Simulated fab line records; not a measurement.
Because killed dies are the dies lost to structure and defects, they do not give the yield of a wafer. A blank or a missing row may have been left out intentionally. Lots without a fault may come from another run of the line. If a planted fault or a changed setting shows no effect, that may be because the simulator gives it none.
fab line records / flow nandHarc
record lots=5 wafers=15 lastDay=33
route steps=1302 shown P_CONTACT@249 P_M0@253
lots that met no fault: from a run of the same line without faults
startH: hours from the record's first day to the start of the lot's first wafer shown / waitH: hours since the lot's step before / " identical to the entry in the row above / L1.1+2: a single row standing in for several wafers / - no value, or no start was given / * or withheld: withheld / < > ~ a bound
route shown NAME@n: names a module that has steps shown in the file, with the first one's number in the route / usual: mean/standard deviation taken from wafers without a fault / same: alike in all rows / chamber/n: place in a boat / sites: each site's reading / _std_site: their standard deviation / _edge_site: the outer-site mean with the inner-site mean subtracted / radiusMm: for every site, how far away it sits from the centre of the wafer / mask NAME#n: copy n / behind: the most recent tool/chamber to have shaped the wafer / hold: the reason the lot was held/the length of the hold in hours/how it ended / device: the transistor (n, p or np) that didn't switch / end of line: tests run on the same wafers once the route is complete / where a step has no rows: the recipe by itself / killed: count of dies lost to structure and defects at first sort (not the wafer's yield) / map: the dies of a wafer, with x for killed, . for not killed, _ for no die there
set.NAME: the setting that was run; set.NAME@STEP: the one run at that earlier step / model.NAME: the simulator's own value behind a step, which no gauge read
lots at some steps of the route; a table a step, a row a wafer
services: a tool's chamber out of use, with start hour (startH, from the record's first day; less than 0 if before it), hours out, and reason
## steps
# step NHARC_P_CONTACT_CMP_24
# recipe tOverpolishS=30 targetThkNm=200
# usual motorCurrentA=12.0/1.1 overpolishRunS=30.000/0.01 timeToEndpointS=40.3/2.7
lot.wafer=L920.3 tool=cmp-04 chamber=1 startH=131.05 waitH=0.3 motorCurrentA=10.1 overpolishRunS=29.997 timeToEndpointS=45.4
lot.wafer=L920.2 tool=cmp-04 chamber=3 startH=131.05 waitH=0.3 motorCurrentA=11.2 overpolishRunS=29.988 timeToEndpointS=38.8
lot.wafer=L920.6 tool=cmp-04 chamber=2 startH=131.05 waitH=0.3 motorCurrentA=13.0 overpolishRunS=29.997 timeToEndpointS=39.7
lot.wafer=L921.2 tool=cmp-03 chamber=2 startH=145.07 waitH=0.6 motorCurrentA=11.9 overpolishRunS=30.008 timeToEndpointS=38.0
lot.wafer=L921.4 tool=cmp-03 chamber=3 startH=145.07 waitH=0.6 motorCurrentA=10.6 overpolishRunS=30.008 timeToEndpointS=37.1
lot.wafer=L921.6 tool=cmp-03 chamber=3 startH=145.07 waitH=0.6 motorCurrentA=11.7 overpolishRunS=30.000 timeToEndpointS=37.7
lot.wafer=L939.3 tool=cmp-04 chamber=1 startH=323.88 waitH=0.4 motorCurrentA=9.6 overpolishRunS=30.000 timeToEndpointS=43.0
lot.wafer=L939.1 tool=cmp-04 chamber=2 startH=323.88 waitH=0.4 motorCurrentA=13.0 overpolishRunS=29.990 timeToEndpointS=40.2
lot.wafer=L939.5 tool=cmp-04 chamber=3 startH=323.88 waitH=0.4 motorCurrentA=11.1 overpolishRunS=30.000 timeToEndpointS=39.9
lot.wafer=L941.3 tool=cmp-02 chamber=0 startH=335.73 waitH=0.3 motorCurrentA=12.7 overpolishRunS=30.004 timeToEndpointS=41.3
lot.wafer=L941.2 tool=cmp-02 chamber=2 startH=335.73 waitH=0.3 motorCurrentA=13.4 overpolishRunS=30.012 timeToEndpointS=41.8
lot.wafer=L941.6 tool=cmp-02 chamber=1 startH=335.73 waitH=0.3 motorCurrentA=11.1 overpolishRunS=30.003 timeToEndpointS=43.3
lot.wafer=L942.4 tool=cmp-02 chamber=3 startH=347.50 waitH=0.4 motorCurrentA=13.6 overpolishRunS=29.988 timeToEndpointS=40.8
lot.wafer=L942.5 tool=cmp-02 chamber=0 startH=347.50 waitH=0.4 motorCurrentA=12.4 overpolishRunS=30.003 timeToEndpointS=43.6
lot.wafer=L942.6 tool=cmp-02 chamber=1 startH=347.50 waitH=0.4 motorCurrentA=11.1 overpolishRunS=29.998 timeToEndpointS=43.8
# step NHARC_P_CONTACT_SRD_26
# step NHARC_P_CONTACT_INSPECT_27
# usual rawDefectCount=244/100
lot.wafer=L920.2 tool=defectInspect-01 chamber=- startH=131.46 waitH=0.1 rawDefectCount=296
lot.wafer=L920.3 tool=defectInspect-01 chamber=- startH=131.46 waitH=0.1 rawDefectCount=314
lot.wafer=L920.6 tool=defectInspect-01 chamber=- startH=131.46 waitH=0.1 rawDefectCount=221
lot.wafer=L921.2 tool=defectInspect-02 chamber=- startH=145.47 waitH=0.1 rawDefectCount=215
lot.wafer=L921.4 tool=defectInspect-02 chamber=- startH=145.47 waitH=0.1 rawDefectCount=186
lot.wafer=L921.6 tool=defectInspect-02 chamber=- startH=145.47 waitH=0.1 rawDefectCount=355
lot.wafer=L939.1 tool=defectInspect-02 chamber=- startH=324.23 waitH=0.1 rawDefectCount=166
lot.wafer=L939.3 tool=defectInspect-02 chamber=- startH=324.23 waitH=0.1 rawDefectCount=119
lot.wafer=L939.5 tool=defectInspect-02 chamber=- startH=324.23 waitH=0.1 rawDefectCount=121
lot.wafer=L941.2 tool=defectInspect-02 chamber=- startH=336.13 waitH=0.1 rawDefectCount=233
lot.wafer=L941.3 tool=defectInspect-02 chamber=- startH=336.13 waitH=0.1 rawDefectCount=171
lot.wafer=L941.6 tool=defectInspect-02 chamber=- startH=336.13 waitH=0.1 rawDefectCount=197
lot.wafer=L942.4 tool=defectInspect-02 chamber=- startH=347.83 waitH=0.1 rawDefectCount=418
lot.wafer=L942.5 tool=defectInspect-02 chamber=- startH=347.83 waitH=0.1 rawDefectCount=497
lot.wafer=L942.6 tool=defectInspect-02 chamber=- startH=347.83 waitH=0.1 rawDefectCount=310
# step NHARC_P_M0_DEP_00
# recipe targetThkA=1500 targetThkNm=150 tempC=withheld pressureTorr=5 flowSccm=200 rfW=600 material=SiOC
# step NHARC_P_M0_DEHYDRATE_01
# recipe tempC=150 timeS=120
# step NHARC_P_M0_HMDS_02
# recipe timeS=30
# step NHARC_P_M0_COAT_33
# recipe tempC=200 timeS=65
# step NHARC_P_M0_COAT_03
# recipe spinRpm=1500 resistThkNm=90
# step NHARC_P_M0_SOFTBAKE_04
# recipe tempC=105 timeS=55
# step NHARC_P_M0_EBR_05
# step NHARC_P_M0_EXPOSE_06
# recipe na=1.35 targetCdNm=90 doseMj=81.28 maskId=P_M0
# step NHARC_P_M0_PEB_07
# recipe pebTempC=100 pebTimeS=65
lot.wafer=L920.2+3+6 tool=lithoTrack-06 chamber=0 startH=132.15 waitH=0.1
lot.wafer=L921.2+4+6 tool=lithoTrack-06 chamber=0 startH=146.18 waitH=0.1
lot.wafer=L939.1+3+5 tool=lithoTrack-06 chamber=0 startH=325.19 waitH=0.1
lot.wafer=L941.2+3+6 tool=lithoTrack-04 chamber=0 startH=336.96 waitH=0.1
lot.wafer=L942.4+5+6 tool=lithoTrack-04 chamber=0 startH=348.65 waitH=0.0
# step NHARC_P_M0_DEVELOP_08
# recipe developTimeS=35 devTempC=23
# step NHARC_P_M0_CD_MEAS_09
# recipe targetCdNm=90 landingEnergyEv=500
# usual cdNm=90.0/0.58
lot.wafer=L920.2 tool=cdSem-03 chamber=0 startH=132.23 waitH=- cdNm=91.0
lot.wafer=L920.3 tool=cdSem-03 chamber=0 startH=132.23 waitH=- cdNm=90.6
lot.wafer=L920.6 tool=cdSem-03 chamber=0 startH=132.23 waitH=- cdNm=90.1
lot.wafer=L921.2 tool=cdSem-03 chamber=0 startH=146.26 waitH=- cdNm=89.9
lot.wafer=L921.4 tool=cdSem-03 chamber=0 startH=146.26 waitH=- cdNm=90.3
lot.wafer=L921.6 tool=cdSem-03 chamber=0 startH=146.26 waitH=- cdNm=90.2
lot.wafer=L939.1 tool=cdSem-03 chamber=0 startH=325.27 waitH=- cdNm=90.8
lot.wafer=L939.3 tool=cdSem-03 chamber=0 startH=325.27 waitH=- cdNm=92.7
lot.wafer=L939.5 tool=cdSem-03 chamber=0 startH=325.27 waitH=- cdNm=90.5
lot.wafer=L941.2 tool=cdSem-02 chamber=0 startH=337.04 waitH=- cdNm=91.0
lot.wafer=L941.3 tool=cdSem-02 chamber=0 startH=337.04 waitH=- cdNm=89.5
lot.wafer=L941.6 tool=cdSem-02 chamber=0 startH=337.04 waitH=- cdNm=89.8
lot.wafer=L942.4 tool=cdSem-01 chamber=0 startH=348.74 waitH=- cdNm=91.0
lot.wafer=L942.5 tool=cdSem-01 chamber=0 startH=348.74 waitH=- cdNm=89.3
lot.wafer=L942.6 tool=cdSem-01 chamber=0 startH=348.74 waitH=- cdNm=90.4
# step NHARC_P_M0_OVL_MEAS_10
# recipe pitchNm=180
# usual overlayXNm=0.2/0.83 overlayYNm=0.0/0.83
lot.wafer=L920.2 tool=overlay-01 chamber=- startH=132.32 waitH=- overlayXNm=-0.6 overlayYNm=0.2
lot.wafer=L920.3 tool=overlay-01 chamber=- startH=132.32 waitH=- overlayXNm=-0.9 overlayYNm=0.6
lot.wafer=L920.6 tool=overlay-01 chamber=- startH=132.32 waitH=- overlayXNm=0.0 overlayYNm=0.2
lot.wafer=L921.2 tool=overlay-02 chamber=- startH=146.35 waitH=- overlayXNm=0.2 overlayYNm=-0.2
lot.wafer=L921.4 tool=overlay-02 chamber=- startH=146.35 waitH=- overlayXNm=0.5 overlayYNm=0.7
lot.wafer=L921.6 tool=overlay-02 chamber=- startH=146.35 waitH=- overlayXNm=0.3 overlayYNm=0.6
lot.wafer=L939.1 tool=overlay-01 chamber=- startH=325.37 waitH=- overlayXNm=0.7 overlayYNm=0.3
lot.wafer=L939.3 tool=overlay-01 chamber=- startH=325.37 waitH=- overlayXNm=1.4 overlayYNm=0.8
lot.wafer=L939.5 tool=overlay-01 chamber=- startH=325.37 waitH=- overlayXNm=0.9 overlayYNm=0.7
lot.wafer=L941.2 tool=overlay-01 chamber=- startH=337.12 waitH=- overlayXNm=0.0 overlayYNm=1.2
lot.wafer=L941.3 tool=overlay-01 chamber=- startH=337.12 waitH=- overlayXNm=0.2 overlayYNm=1.4
lot.wafer=L941.6 tool=overlay-01 chamber=- startH=337.12 waitH=- overlayXNm=0.2 overlayYNm=0.9
lot.wafer=L942.4 tool=overlay-01 chamber=- startH=348.82 waitH=- overlayXNm=0.8 overlayYNm=0.1
lot.wafer=L942.5 tool=overlay-01 chamber=- startH=348.82 waitH=- overlayXNm=0.5 overlayYNm=0.0
lot.wafer=L942.6 tool=overlay-01 chamber=- startH=348.82 waitH=- overlayXNm=0.9 overlayYNm=0.7
# step NHARC_P_M0_INSPECT_11
# usual rawDefectCount=4.3/2.4
lot.wafer=L920.2 tool=defectInspect-02 chamber=- startH=132.36 waitH=0.0 rawDefectCount=4
lot.wafer=L920.3 tool=defectInspect-02 chamber=- startH=132.36 waitH=0.0 rawDefectCount=8
lot.wafer=L920.6 tool=defectInspect-02 chamber=- startH=132.36 waitH=0.0 rawDefectCount=3
lot.wafer=L921.2 tool=defectInspect-01 chamber=- startH=146.39 waitH=0.0 rawDefectCount=6
lot.wafer=L921.4 tool=defectInspect-01 chamber=- startH=146.39 waitH=0.0 rawDefectCount=2
lot.wafer=L921.6 tool=defectInspect-01 chamber=- startH=146.39 waitH=0.0 rawDefectCount=8
lot.wafer=L939.1 tool=defectInspect-02 chamber=- startH=325.41 waitH=0.0 rawDefectCount=2
lot.wafer=L939.3 tool=defectInspect-02 chamber=- startH=325.41 waitH=0.0 rawDefectCount=6
lot.wafer=L939.5 tool=defectInspect-02 chamber=- startH=325.41 waitH=0.0 rawDefectCount=1
lot.wafer=L941.2 tool=defectInspect-01 chamber=- startH=337.16 waitH=0.0 rawDefectCount=3
lot.wafer=L941.3 tool=defectInspect-01 chamber=- startH=337.16 waitH=0.0 rawDefectCount=4
lot.wafer=L941.6 tool=defectInspect-01 chamber=- startH=337.16 waitH=0.0 rawDefectCount=3
lot.wafer=L942.4 tool=defectInspect-02 chamber=- startH=348.85 waitH=0.0 rawDefectCount=4
lot.wafer=L942.5 tool=defectInspect-02 chamber=- startH=348.85 waitH=0.0 rawDefectCount=4
lot.wafer=L942.6 tool=defectInspect-02 chamber=- startH=348.85 waitH=0.0 rawDefectCount=1
# step NHARC_P_M0_DESCUM_14
# recipe timeS=3 o2FlowSccm=200 arFlowSccm=0 biasPowerW=0 chemistry=O2
# usual chamberPressureMTorr=60.00/0.054 drypumpMotorCurrentA=5.6/0.41 oesProductAu=1.002/0.0093 rfVppV=57.8/0.87 showerheadPlenumPTorr=1.91/0.1 throttleValvePct=11.312/0.0096
lot.wafer=L920.2 tool=rieDiel-01 chamber=2 startH=132.44 waitH=0.1 chamberPressureMTorr=60.03 drypumpMotorCurrentA=6.4 oesProductAu=0.997 rfHoursCounterH=31 rfVppV=56.2 showerheadPlenumPTorr=1.84 throttleValvePct=11.305 model.P_M0.cdNm=90.7
lot.wafer=L920.3 tool=rieDiel-01 chamber=3 startH=132.44 waitH=0.1 chamberPressureMTorr=60.03 drypumpMotorCurrentA=5.8 oesProductAu=1.009 rfHoursCounterH=32 rfVppV=57.6 showerheadPlenumPTorr=1.96 throttleValvePct=11.313 model.P_M0.cdNm=90.41
lot.wafer=L920.6 tool=rieDiel-01 chamber=1 startH=132.44 waitH=0.1 chamberPressureMTorr=60.02 drypumpMotorCurrentA=5.2 oesProductAu=0.995 rfHoursCounterH=- rfVppV=57.2 showerheadPlenumPTorr=1.91 throttleValvePct=11.308 model.P_M0.cdNm=90.62
lot.wafer=L921.4 tool=rieDiel-11 chamber=2 startH=146.46 waitH=0.1 chamberPressureMTorr=59.96 drypumpMotorCurrentA=5.8 oesProductAu=1.000 rfHoursCounterH=9 rfVppV=56.6 showerheadPlenumPTorr=1.82 throttleValvePct=11.319 model.P_M0.cdNm=89.58
lot.wafer=L921.2 tool=rieDiel-11 chamber=3 startH=146.46 waitH=0.1 chamberPressureMTorr=59.92 drypumpMotorCurrentA=5.1 oesProductAu=1.009 rfHoursCounterH=10 rfVppV=58.1 showerheadPlenumPTorr=2.01 throttleValvePct=11.328 model.P_M0.cdNm=89.2
lot.wafer=L921.6 tool=rieDiel-11 chamber=1 startH=146.46 waitH=0.1 chamberPressureMTorr=59.93 drypumpMotorCurrentA=6.1 oesProductAu=1.006 rfHoursCounterH=- rfVppV=56.3 showerheadPlenumPTorr=1.80 throttleValvePct=11.310 model.P_M0.cdNm=89.97
lot.wafer=L939.1 tool=rieDiel-11 chamber=3 startH=325.49 waitH=0.1 chamberPressureMTorr=60.07 drypumpMotorCurrentA=5.1 oesProductAu=1.003 rfHoursCounterH=9 rfVppV=58.1 showerheadPlenumPTorr=2.01 throttleValvePct=11.303 model.P_M0.cdNm=90.77
lot.wafer=L939.3 tool=rieDiel-11 chamber=0 startH=325.49 waitH=0.1 chamberPressureMTorr=59.94 drypumpMotorCurrentA=5.4 oesProductAu=1.009 rfHoursCounterH=8 rfVppV=58.8 showerheadPlenumPTorr=2.04 throttleValvePct=11.311 model.P_M0.cdNm=92.45
lot.wafer=L939.5 tool=rieDiel-11 chamber=1 startH=325.49 waitH=0.1 chamberPressureMTorr=59.98 drypumpMotorCurrentA=6.1 oesProductAu=1.009 rfHoursCounterH=- rfVppV=59.4 showerheadPlenumPTorr=1.79 throttleValvePct=11.311 model.P_M0.cdNm=90.63
lot.wafer=L941.3 tool=rieDiel-11 chamber=1 startH=337.22 waitH=0.1 chamberPressureMTorr=60.07 drypumpMotorCurrentA=6.1 oesProductAu=1.002 rfHoursCounterH=11 rfVppV=56.6 showerheadPlenumPTorr=1.79 throttleValvePct=11.309 model.P_M0.cdNm=88.72
lot.wafer=L941.2 tool=rieDiel-11 chamber=3 startH=337.22 waitH=0.1 chamberPressureMTorr=60.05 drypumpMotorCurrentA=5.1 oesProductAu=1.009 rfHoursCounterH=12 rfVppV=57.4 showerheadPlenumPTorr=2.01 throttleValvePct=11.309 model.P_M0.cdNm=90.29
lot.wafer=L941.6 tool=rieDiel-11 chamber=1 startH=337.22 waitH=0.1 chamberPressureMTorr=59.91 drypumpMotorCurrentA=6.0 oesProductAu=1.002 rfHoursCounterH=- rfVppV=56.9 showerheadPlenumPTorr=1.79 throttleValvePct=11.330 model.P_M0.cdNm=89.03
lot.wafer=L942.4 tool=rieDiel-05 chamber=1 startH=348.92 waitH=0.1 chamberPressureMTorr=60.01 drypumpMotorCurrentA=5.8 oesProductAu=1.002 rfHoursCounterH=41 rfVppV=59.6 showerheadPlenumPTorr=2.04 throttleValvePct=11.302 model.P_M0.cdNm=91.43
lot.wafer=L942.6 tool=rieDiel-05 chamber=0 startH=348.92 waitH=0.1 chamberPressureMTorr=59.99 drypumpMotorCurrentA=5.0 oesProductAu=0.992 rfHoursCounterH=- rfVppV=58.5 showerheadPlenumPTorr=1.95 throttleValvePct=11.296 model.P_M0.cdNm=90.52
lot.wafer=L942.5 tool=rieDiel-05 chamber=1 startH=348.92 waitH=0.1 chamberPressureMTorr=59.93 drypumpMotorCurrentA=5.8 oesProductAu=1.003 rfHoursCounterH=- rfVppV=58.1 showerheadPlenumPTorr=2.04 throttleValvePct=11.304 model.P_M0.cdNm=89.66
# step NHARC_P_M0_ETCH_34
# recipe targetDepthA=400 overetchA=120 timeS=43.94 ionEnergyEv=200 n2FlowSccm=150 h2FlowSccm=150 arFlowSccm=0 rfW=400 biasW=150 chemistry=N2/H2
# usual chamberPressureMTorr=30.003/0.026 drypumpMotorCurrentA=5.6/0.41 oesProductAu=1.003/0.01 rfVppV=431/3.2 showerheadPlenumPTorr=2.05/0.11 throttleValvePct=14.172/0.0093
lot.wafer=L920.3 tool=rieDiel-01 chamber=3 startH=132.50 waitH=0.1 chamberPressureMTorr=30.003 drypumpMotorCurrentA=5.8 oesProductAu=1.016 rfHoursCounterH=32 rfVppV=433 showerheadPlenumPTorr=2.09 throttleValvePct=14.167
lot.wafer=L920.2 tool=rieDiel-01 chamber=1 startH=132.50 waitH=0.1 chamberPressureMTorr=30.033 drypumpMotorCurrentA=5.2 oesProductAu=0.999 rfHoursCounterH=26 rfVppV=430 showerheadPlenumPTorr=2.03 throttleValvePct=14.184
lot.wafer=L920.6 tool=rieDiel-01 chamber=0 startH=132.50 waitH=0.1 chamberPressureMTorr=30.012 drypumpMotorCurrentA=6.0 oesProductAu=1.006 rfHoursCounterH=- rfVppV=428 showerheadPlenumPTorr=1.96 throttleValvePct=14.168
lot.wafer=L921.2 tool=rieDiel-11 chamber=3 startH=146.53 waitH=0.1 chamberPressureMTorr=29.963 drypumpMotorCurrentA=5.0 oesProductAu=1.011 rfHoursCounterH=10 rfVppV=434 showerheadPlenumPTorr=2.15 throttleValvePct=14.157
lot.wafer=L921.4 tool=rieDiel-11 chamber=0 startH=146.53 waitH=0.1 chamberPressureMTorr=29.979 drypumpMotorCurrentA=5.4 oesProductAu=1.011 rfHoursCounterH=9 rfVppV=434 showerheadPlenumPTorr=2.19 throttleValvePct=14.179
lot.wafer=L921.6 tool=rieDiel-11 chamber=3 startH=146.53 waitH=0.1 chamberPressureMTorr=29.965 drypumpMotorCurrentA=5.0 oesProductAu=1.008 rfHoursCounterH=- rfVppV=434 showerheadPlenumPTorr=2.15 throttleValvePct=14.189
lot.wafer=L939.1 tool=rieDiel-11 chamber=2 startH=325.56 waitH=0.1 chamberPressureMTorr=30.016 drypumpMotorCurrentA=5.8 oesProductAu=0.991 rfHoursCounterH=9 rfVppV=428 showerheadPlenumPTorr=1.93 throttleValvePct=14.175
lot.wafer=L939.3 tool=rieDiel-11 chamber=3 startH=325.56 waitH=0.1 chamberPressureMTorr=29.992 drypumpMotorCurrentA=5.1 oesProductAu=1.011 rfHoursCounterH=9 rfVppV=433 showerheadPlenumPTorr=2.14 throttleValvePct=14.194
lot.wafer=L939.5 tool=rieDiel-11 chamber=3 startH=325.56 waitH=0.1 chamberPressureMTorr=30.014 drypumpMotorCurrentA=5.1 oesProductAu=1.009 rfHoursCounterH=- rfVppV=433 showerheadPlenumPTorr=2.14 throttleValvePct=14.169
lot.wafer=L941.2 tool=rieDiel-11 chamber=2 startH=337.31 waitH=0.1 chamberPressureMTorr=29.995 drypumpMotorCurrentA=5.8 oesProductAu=0.986 rfHoursCounterH=12 rfVppV=428 showerheadPlenumPTorr=1.93 throttleValvePct=14.177
lot.wafer=L941.3 tool=rieDiel-11 chamber=1 startH=337.31 waitH=0.1 chamberPressureMTorr=30.017 drypumpMotorCurrentA=6.1 oesProductAu=1.003 rfHoursCounterH=11 rfVppV=425 showerheadPlenumPTorr=1.91 throttleValvePct=14.169
lot.wafer=L941.6 tool=rieDiel-11 chamber=2 startH=337.31 waitH=0.1 chamberPressureMTorr=29.996 drypumpMotorCurrentA=5.8 oesProductAu=0.986 rfHoursCounterH=- rfVppV=428 showerheadPlenumPTorr=1.93 throttleValvePct=14.154
lot.wafer=L942.4 tool=rieDiel-05 chamber=3 startH=349.02 waitH=0.1 chamberPressureMTorr=30.019 drypumpMotorCurrentA=5.2 oesProductAu=0.999 rfHoursCounterH=36 rfVppV=434 showerheadPlenumPTorr=2.20 throttleValvePct=14.175
lot.wafer=L942.6 tool=rieDiel-05 chamber=0 startH=349.02 waitH=0.1 chamberPressureMTorr=30.041 drypumpMotorCurrentA=5.0 oesProductAu=1.003 rfHoursCounterH=- rfVppV=432 showerheadPlenumPTorr=2.08 throttleValvePct=14.167
lot.wafer=L942.5 tool=rieDiel-05 chamber=1 startH=349.02 waitH=0.1 chamberPressureMTorr=29.971 drypumpMotorCurrentA=5.8 oesProductAu=0.999 rfHoursCounterH=- rfVppV=436 showerheadPlenumPTorr=2.18 throttleValvePct=14.180
# step NHARC_P_M0_ETCH_15
# recipe targetDepthA=1500 overetchA=150 timeS=82.5 c4f8FlowSccm=withheld arFlowSccm=400 rfW=600 biasW=300 chemistry=C4F8/Ar
# usual chamberPressureMTorr=25.002/0.024 oesProductAu=0.960/0.022 rfVppV=441/3.2
lot.wafer=L920.2 tool=rieDiel-01 chamber=3 startH=- waitH=- chamberPressureMTorr=24.987 oesProductAu=0.934 rfHoursCounterH=32 rfVppV=443 model.P_M0.cdNm=90.83
lot.wafer=L920.3 tool=rieDiel-01 chamber=1 startH=- waitH=- chamberPressureMTorr=25.020 oesProductAu=0.908 rfHoursCounterH=26 rfVppV=441 model.P_M0.cdNm=90.66
lot.wafer=L920.6 tool=rieDiel-01 chamber=3 startH=- waitH=- chamberPressureMTorr=25.015 oesProductAu=0.928 rfHoursCounterH=- rfVppV=442 model.P_M0.cdNm=90.51
lot.wafer=L921.4 tool=rieDiel-11 chamber=3 startH=- waitH=- chamberPressureMTorr=25.016 oesProductAu=0.989 rfHoursCounterH=10 rfVppV=443 model.P_M0.cdNm=89.97
lot.wafer=L921.2 tool=rieDiel-11 chamber=0 startH=- waitH=- chamberPressureMTorr=25.034 oesProductAu=0.972 rfHoursCounterH=9 rfVppV=445 model.P_M0.cdNm=89.49
lot.wafer=L921.6 tool=rieDiel-11 chamber=3 startH=- waitH=- chamberPressureMTorr=24.980 oesProductAu=0.988 rfHoursCounterH=- rfVppV=443 model.P_M0.cdNm=90.16
lot.wafer=L939.3 tool=rieDiel-11 chamber=3 startH=- waitH=- chamberPressureMTorr=24.962 oesProductAu=0.974 rfHoursCounterH=9 rfVppV=444 model.P_M0.cdNm=93.04
lot.wafer=L939.1 tool=rieDiel-11 chamber=0 startH=- waitH=- chamberPressureMTorr=25.011 oesProductAu=0.989 rfHoursCounterH=8 rfVppV=445 model.P_M0.cdNm=90.99
lot.wafer=L939.5 tool=rieDiel-11 chamber=3 startH=- waitH=- chamberPressureMTorr=25.020 oesProductAu=0.977 rfHoursCounterH=- rfVppV=443 model.P_M0.cdNm=91.05
lot.wafer=L941.3 tool=rieDiel-11 chamber=2 startH=- waitH=- chamberPressureMTorr=25.008 oesProductAu=0.954 rfHoursCounterH=12 rfVppV=439 model.P_M0.cdNm=88.84
lot.wafer=L941.2 tool=rieDiel-11 chamber=3 startH=- waitH=- chamberPressureMTorr=24.969 oesProductAu=0.986 rfHoursCounterH=12 rfVppV=443 model.P_M0.cdNm=90.03
lot.wafer=L941.6 tool=rieDiel-11 chamber=1 startH=- waitH=- chamberPressureMTorr=25.058 oesProductAu=0.973 rfHoursCounterH=- rfVppV=436 model.P_M0.cdNm=89.08
lot.wafer=L942.4 tool=rieDiel-05 chamber=2 startH=- waitH=- chamberPressureMTorr=25.016 oesProductAu=0.981 rfHoursCounterH=34 rfVppV=444 model.P_M0.cdNm=91.66
lot.wafer=L942.5 tool=rieDiel-05 chamber=0 startH=- waitH=- chamberPressureMTorr=24.976 oesProductAu=0.962 rfHoursCounterH=- rfVppV=442 model.P_M0.cdNm=89.43
lot.wafer=L942.6 tool=rieDiel-05 chamber=1 startH=- waitH=- chamberPressureMTorr=24.974 oesProductAu=0.955 rfHoursCounterH=- rfVppV=445 model.P_M0.cdNm=90.31
# step NHARC_P_M0_CD_MEAS_16
# usual cdNm=89.9/0.77
lot.wafer=L920.2 tool=cdSem-01 chamber=- startH=132.72 waitH=- cdNm=90.7
lot.wafer=L920.3 tool=cdSem-01 chamber=- startH=132.72 waitH=- cdNm=90.6
lot.wafer=L920.6 tool=cdSem-01 chamber=- startH=132.72 waitH=- cdNm=90.7
lot.wafer=L921.2 tool=cdSem-01 chamber=- startH=146.75 waitH=- cdNm=89.7
lot.wafer=L921.4 tool=cdSem-01 chamber=- startH=146.75 waitH=- cdNm=90.0
lot.wafer=L921.6 tool=cdSem-01 chamber=- startH=146.75 waitH=- cdNm=90.4
lot.wafer=L939.1 tool=cdSem-02 chamber=- startH=325.77 waitH=- cdNm=91.2
lot.wafer=L939.3 tool=cdSem-02 chamber=- startH=325.77 waitH=- cdNm=93.0
lot.wafer=L939.5 tool=cdSem-02 chamber=- startH=325.77 waitH=- cdNm=91.0
lot.wafer=L941.2 tool=cdSem-02 chamber=- startH=337.52 waitH=- cdNm=89.9
lot.wafer=L941.3 tool=cdSem-02 chamber=- startH=337.52 waitH=- cdNm=89.0
lot.wafer=L941.6 tool=cdSem-02 chamber=- startH=337.52 waitH=- cdNm=89.3
lot.wafer=L942.4 tool=cdSem-02 chamber=- startH=349.22 waitH=- cdNm=91.9
lot.wafer=L942.5 tool=cdSem-02 chamber=- startH=349.22 waitH=- cdNm=89.0
lot.wafer=L942.6 tool=cdSem-02 chamber=- startH=349.22 waitH=- cdNm=90.1
## services
tool=cmp-04 chamber=- startH=111.14 hours=4.0 kind=pm
tool=cmp-02 chamber=- startH=134.50 hours=4.0 kind=pm
tool=cmp-02 chamber=- startH=141.60 hours=0.7 kind=repair
tool=rieDiel-01 chamber=3 startH=145.31 hours=1.2 kind=repair
tool=cmp-04 chamber=- startH=155.17 hours=0.6 kind=repair
tool=lithoTrack-06 chamber=- startH=179.00 hours=7.0 kind=pm
tool=cmp-04 chamber=- startH=185.29 hours=1.1 kind=repair
tool=lithoTrack-04 chamber=- startH=203.00 hours=7.0 kind=pm
tool=rieDiel-01 chamber=- startH=204.24 hours=9.0 kind=pm
tool=cmp-04 chamber=- startH=209.14 hours=4.0 kind=pm
tool=rieDiel-11 chamber=3 startH=210.87 hours=4.8 kind=repair
tool=rieDiel-05 chamber=1 startH=214.95 hours=5.1 kind=repair
tool=rieDiel-05 chamber=3 startH=224.80 hours=7.2 kind=repair
tool=rieDiel-05 chamber=- startH=229.62 hours=9.0 kind=pm
tool=cmp-02 chamber=- startH=232.50 hours=4.0 kind=pm
tool=rieDiel-11 chamber=- startH=234.62 hours=0.3 kind=repair
tool=cmp-02 chamber=- startH=240.69 hours=1.0 kind=repair
tool=cmp-04 chamber=- startH=240.77 hours=11.6 kind=repair
tool=cmp-02 chamber=- startH=254.56 hours=7.4 kind=repair
tool=rieDiel-11 chamber=- startH=255.69 hours=9.0 kind=pm
tool=cmp-02 chamber=- startH=276.48 hours=1.4 kind=repair
tool=rieDiel-01 chamber=1 startH=277.24 hours=7.9 kind=repair
tool=rieDiel-01 chamber=0 startH=321.87 hours=11.6 kind=repair
tool=rieDiel-05 chamber=2 startH=327.15 hours=9.6 kind=repair
## key
firstSign step=NHARC_P_M0_CD_MEAS_09 reading=cdNm direction=up sigmas=4.7 usual=90.0 struck=92.7
effect step=NHARC_P_M0_CD_MEAS_16 reading=cdNm direction=up sigmas=4 usual=89.9 struck=93.0
modelEffect step=NHARC_P_M0_DESCUM_14 value=P_M0.cdNm without=89.93 struck=92.45
modelEffect step=NHARC_P_M0_ETCH_15 value=P_M0.cdNm without=90.52 struck=93.04
metAt NHARC_P_M0_PEB_07
struckWafers L939.3
onsetBetween 146.18 325.19
fault kind=processParameterDrift tool=lithoTrack-06 chamber=- onsetH=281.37 steps=NHARC_P_M0_PEB_07 channel=pebTimeS offset=* shape=step endH=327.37 scope=struckWafersOnly actsIn=* stated=*
